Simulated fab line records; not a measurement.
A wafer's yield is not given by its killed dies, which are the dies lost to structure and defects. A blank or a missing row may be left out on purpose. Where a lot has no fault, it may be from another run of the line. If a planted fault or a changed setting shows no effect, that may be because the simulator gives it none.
Chamber matching ; flow n5-finfet ; 4 sister chambers for N5_BEOL_M9_STRIP_67 on rie-diel-04
The step strips in CF4. 4 wafers are shown with their chamber, then 10 later ones without.

WAFERS, EACH WITH ITS CHAMBER
wafer;chamber;showerhead-plenum-p-Torr (Torr)
L078.4;0;1.69
L086.3;3;1.89
L091.3;1;1.81
L091.5;2;1.78

WAFERS WITHOUT THEIR CHAMBER
wafer;showerhead-plenum-p-Torr (Torr)
L091.6;1.89
L094.1;1.81
L094.5;1.81
L094.6;1.89
L095.1;1.77
L095.4;1.89
L095.5;1.77
L097.2;1.81
L097.3;1.89
L097.5;1.89

EACH ONE'S CHAMBER
wafer;from the rows above;in truth
L091.6;3;3
L094.1;1;1
L094.5;1;1
L094.6;3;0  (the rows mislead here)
L095.1;2;2
L095.4;3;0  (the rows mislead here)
L095.5;2;2
L097.2;1;1
L097.3;3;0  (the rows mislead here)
L097.5;3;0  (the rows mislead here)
Correct placement for 6 of the 10. Left unplaced by these rows: 0. Placed wrongly: 4.
How it was worked out, from the rows above alone: a wafer's distance from a chamber is the root of the sum, over the readings, of the square of ((its reading less the chamber's mean) divided by the reading's scatter). If the next closest chamber is less than 2 further off than the closest, the wafer can't be placed; otherwise it belongs to the closest. For every chamber, the mean is computed from those of its wafers that are shown. The scatter: root of mean squared gap, hidden wafer to nearest shown wafer, with one shown wafer a chamber.
